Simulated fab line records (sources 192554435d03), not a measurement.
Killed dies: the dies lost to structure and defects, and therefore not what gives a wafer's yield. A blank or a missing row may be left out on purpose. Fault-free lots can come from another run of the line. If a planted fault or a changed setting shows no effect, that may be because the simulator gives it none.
Chamber matching + flow n5 finfet + rie diel-06 running N5_BEOL_M12_VIA_ETCH_16: 4 sister chambers
The step etches SiOC in C4F8/O2/Ar, target depth 724.8 nm. 18 wafers are shown with their chamber, then 9 later ones without.

## EACH WAFER AND ITS CHAMBER
| wafer  | chamber | showerhead plenum p Torr (Torr) | drypump motor current A (A) | throttle valve pct (%) |
|--------|---------|---------------------------------|-----------------------------|------------------------|
| L076.2 | 2       | 3.54                            | 6.1                         | 23.74                  |
| L076.4 | 0       | 3.43                            | 5.8                         | 24.08                  |
| L076.6 | 1       | 3.39                            | 6.1                         | 24.29                  |
| L079.1 | 0       | 3.43                            | 5.7                         | 24.07                  |
| L079.2 | 1       | 3.38                            | 6.2                         | 24.29                  |
| L079.3 | 2       | 3.53                            | 6.1                         | 23.75                  |
| L085.1 | 1       | 3.38                            | 6.2                         | 23.95                  |
| L085.2 | 3       | 3.40                            | 5.8                         | 24.54                  |
| L085.6 | 1       | 3.38                            | 6.1                         | 23.97                  |
| L086.1 | 0       | 3.42                            | 5.7                         | 24.09                  |
| L086.3 | 1       | 3.38                            | 6.1                         | 23.98                  |
| L086.5 | 0       | 3.42                            | 5.7                         | 24.10                  |
| L088.3 | 1       | 3.38                            | 6.1                         | 23.98                  |
| L088.5 | 0       | 3.42                            | 5.7                         | 24.09                  |
| L088.6 | 3       | 3.40                            | 5.8                         | 24.53                  |
| L089.1 | 3       | 3.40                            | 5.8                         | 24.54                  |
| L089.2 | 1       | 3.38                            | 6.2                         | 23.98                  |
| L089.5 | 3       | 3.40                            | 5.8                         | 24.54                  |

SIGNATURES, as means of the wafers listed above
| reading                  | chamber 0 | chamber 1 | chamber 2 | chamber 3 | scatter within a chamber |
|--------------------------|-----------|-----------|-----------|-----------|--------------------------|
| showerhead plenum p Torr | 3.4240    | 3.3814    | 3.5350    | 3.4000    | 0.00427                  |
| drypump motor current A  | 5.720     | 6.143     | 6.100     | 5.800     | 0.0424                   |
| throttle valve pct       | 24.0860   | 24.0629   | 23.7450   | 24.5375   | 0.102                    |
Rule: distance of a wafer from a chamber = root of the sum over the readings of ((wafer's reading minus chamber's mean) / reading's scatter) squared. The wafer belongs to the nearest chamber; if the next one is less than 2 further off, it can't be placed. The scatter: the root of (the sum of the squares of (reading less its chamber's mean) over the shown wafers, divided by (wafers less chambers)).

## WAFERS WITHOUT THEIR CHAMBER
| wafer  | showerhead plenum p Torr (Torr) | drypump motor current A (A) | throttle valve pct (%) |
|--------|---------------------------------|-----------------------------|------------------------|
| L092.1 | 3.37                            | 6.2                         | 23.98                  |
| L092.2 | 3.39                            | 5.8                         | 24.54                  |
| L092.3 | 3.41                            | 5.7                         | 24.12                  |
| L093.1 | 3.37                            | 6.2                         | 23.99                  |
| L093.2 | 3.41                            | 5.7                         | 24.12                  |
| L093.3 | 3.51                            | 6.1                         | 23.81                  |
| L096.2 | 3.40                            | 5.7                         | 24.12                  |
| L096.3 | 3.37                            | 6.2                         | 24.00                  |
| L096.6 | 3.51                            | 6.1                         | 23.80                  |

## THE CHAMBER EACH PASSED THROUGH
| wafer  | from the rows above     | in truth |
|--------|-------------------------|----------|
| L092.1 | 1                       | 1        |
| L092.2 | 3                       | 3        |
| L092.3 | can't be placed: 0 or 3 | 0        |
| L093.1 | 1                       | 1        |
| L093.2 | can't be placed: 0 or 3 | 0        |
| L093.3 | 2                       | 2        |
| L096.2 | can't be placed: 3 or 0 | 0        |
| L096.3 | 1                       | 1        |
| L096.6 | 2                       | 2        |
6 of 9 placed correctly. These rows do not allow placing 3 (true chamber among the candidates in 3). 0 placed wrongly.
